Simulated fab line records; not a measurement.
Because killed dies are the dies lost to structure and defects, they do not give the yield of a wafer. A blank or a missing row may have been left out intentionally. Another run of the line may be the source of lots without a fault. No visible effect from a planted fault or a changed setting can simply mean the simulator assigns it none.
Chamber matching ; flow n5Finfet ; pecvd-02 running N5_BEOL_M5_DEP_56: 3 sister chambers
The step deposits SiCN from 3MS/NH3, target thk 8 nm, time 14 s. 6 wafers are shown with their chamber, then 11 later ones without.

== EACH WAFER AND ITS CHAMBER ==
wafer;chamber;showerheadPlenumPTorr (Torr);throttleValvePct (%)
L082.4;0;3.690;8.9
L086.4;2;3.671;8.4
L088.1;1;3.664;8.7
L088.2;0;3.700;9.0
L088.3;2;3.661;8.0
L087.3;1;3.654;8.7

== WAFERS MISSING THEIR CHAMBER ==
wafer;showerheadPlenumPTorr (Torr);throttleValvePct (%)
L087.5;3.694;9.5
L087.6;3.661;8.3
L090.1;3.663;8.5
L090.2;3.663;8.7
L090.5;3.659;8.8
L092.1;3.659;8.8
L092.3;3.664;8.4
L092.6;3.690;9.2
L095.2;3.667;8.8
L095.3;3.655;8.3
L095.6;3.692;9.2

== CHAMBER TAKEN BY EACH ==
wafer;from the rows above;in truth
L087.5;0;0
L087.6;can't be placed: 2 or 1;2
L090.1;can't be placed: 1 or 2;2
L090.2;1;1
L090.5;1;1
L092.1;1;1
L092.3;can't be placed: 2 or 1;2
L092.6;0;0
L095.2;1;1
L095.3;can't be placed: 2 or 1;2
L095.6;0;0
Placed correctly: 7 of 11. Can't be placed from these rows: 4 (the true chamber is among the candidates in 4). Wrongly placed: 0.
How it was worked out, from the rows above alone: a wafer's distance from a chamber is the root of the sum, over the readings, of the square of ((its reading less the chamber's mean) divided by the reading's scatter). If the next closest chamber is less than 2 further off than the closest, the wafer can't be placed; otherwise it belongs to the closest. The mean given for a chamber averages the wafers shown for that chamber. How the scatter is found: for the shown wafers, subtract from each reading the mean of its chamber, square and add these, divide the total by (wafers less chambers), then take the root.
